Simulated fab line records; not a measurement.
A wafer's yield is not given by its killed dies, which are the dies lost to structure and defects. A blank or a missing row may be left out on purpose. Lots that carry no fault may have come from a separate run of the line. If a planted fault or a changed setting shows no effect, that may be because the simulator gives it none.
A lot that was struck, set against a sound lot -- flow nand-harc -- 18 steps out of a route of 1159
Sound: the wafers L844.1, L844.3, L844.5. The struck wafers were L855.1, L855.4, L855.6. The cause is named last.
Order at every step that has rows: each side's tool, ch and its chambers, its first start. Under that, the readings that differ: sound wafers -- struck wafers -- difference of the means -- sigmas: that difference in standard deviations of wafers without a fault.
alike: readings whose means differ by less than 2 such deviations, and words and numbers that are the same on both sides. not compared: withheld readings, readings that some wafer has no value for, bounds like >300 that may hide the same value, and numbers for which the record gives no deviation and whose values overlap.
The two part at a step that has a row with sigmas, a row that says differs or no value, or rows on one side only. Non-overlapping numbers with no deviation appear without sigmas and do not part them. Lack of a reading on every wafer of one side parts them only where that side has two or more wafers.

NHARC_P_ZERO_WELL_CD_MEAS_24: target cd 720 nm.
  sound on cd-sem-02 ch 0, day 2 02:22; struck on cd-sem-01 ch 0, day 4 20:31
  alike: cd-nm
then, 1 step without rows for these wafers: NHARC_P_ZERO_WELL_HARDBAKE_25 (time 80 s).
NHARC_P_ZERO_WELL_DESCUM_26: chemistry O2, time 3 s.
  sound on rie-diel-04 ch 0,1,2, day 2 02:33; struck on rie-diel-13 ch 1,2, day 4 20:41
  alike: drypump-motor-current-A, o2-flow-sccm, oes-product-au, rf-vpp-V, showerhead-plenum-p-Torr, throttle-valve-pct
  not compared: rf-hours-counter-h
then, 9 steps without rows for these wafers: NHARC_P_ZERO_WELL_IMPLANT_27; NHARC_P_ZERO_WELL_IMPLANT_57; NHARC_P_ZERO_WELL_IMPLANT_58; NHARC_P_ZERO_WELL_STRIP_28 (strips in SPM, time 840 s); NHARC_P_ZERO_WELL_DEHYDRATE_29 (time 120 s); NHARC_P_ZERO_WELL_HMDS_30 (time 30 s); NHARC_P_ZERO_WELL_COAT_31; NHARC_P_ZERO_WELL_SOFTBAKE_32 (time 95 s); NHARC_P_ZERO_WELL_EBR_33.
NHARC_P_ZERO_WELL_EXPOSE_34: exposes mask P PWELL, target cd 720 nm.
  sound on krf-scanner-03 ch 0, day 2 03:51; struck on krf-scanner-01 ch 0, day 4 22:01
reading,sound,struck,difference,sigmas
mask,P_PWELL#0 P_PWELL#0 P_PWELL#0,P_NWELL#0 P_NWELL#0 P_NWELL#0,differs,
  alike: focus-offset-nm
then, 2 steps without rows for these wafers: NHARC_P_ZERO_WELL_PEB_35 (peb time 85 s); NHARC_P_ZERO_WELL_DEVELOP_36 (time 70 s).
NHARC_P_ZERO_WELL_CD_MEAS_37: target cd 720 nm.
  sound on cd-sem-02 ch 0, day 2 04:01; struck on cd-sem-01 ch 0, day 4 22:10
reading,sound,struck,difference,sigmas
cd-nm (nm),723.3 722.3 724.4,- - -,no value on the struck wafers,
then, 1 step without rows for these wafers: NHARC_P_ZERO_WELL_HARDBAKE_38 (time 80 s).
-- break in the record here, with 19 days between the starts of the struck wafers on either side (left off in module P_ZERO_WELL, picked up again in module END, where the first step shown is number 1159 on the route) --
NHARC_END_SORT_01:
  here the record holds rows for the struck wafers (prober-02 ch 0, day 23 16:01) but none for the sound ones

## WHERE THEY PART
Earliest at NHARC_P_ZERO_WELL_EXPOSE_34; latest, in this record, at NHARC_END_SORT_01.

WHY: the cause the simulator had injected
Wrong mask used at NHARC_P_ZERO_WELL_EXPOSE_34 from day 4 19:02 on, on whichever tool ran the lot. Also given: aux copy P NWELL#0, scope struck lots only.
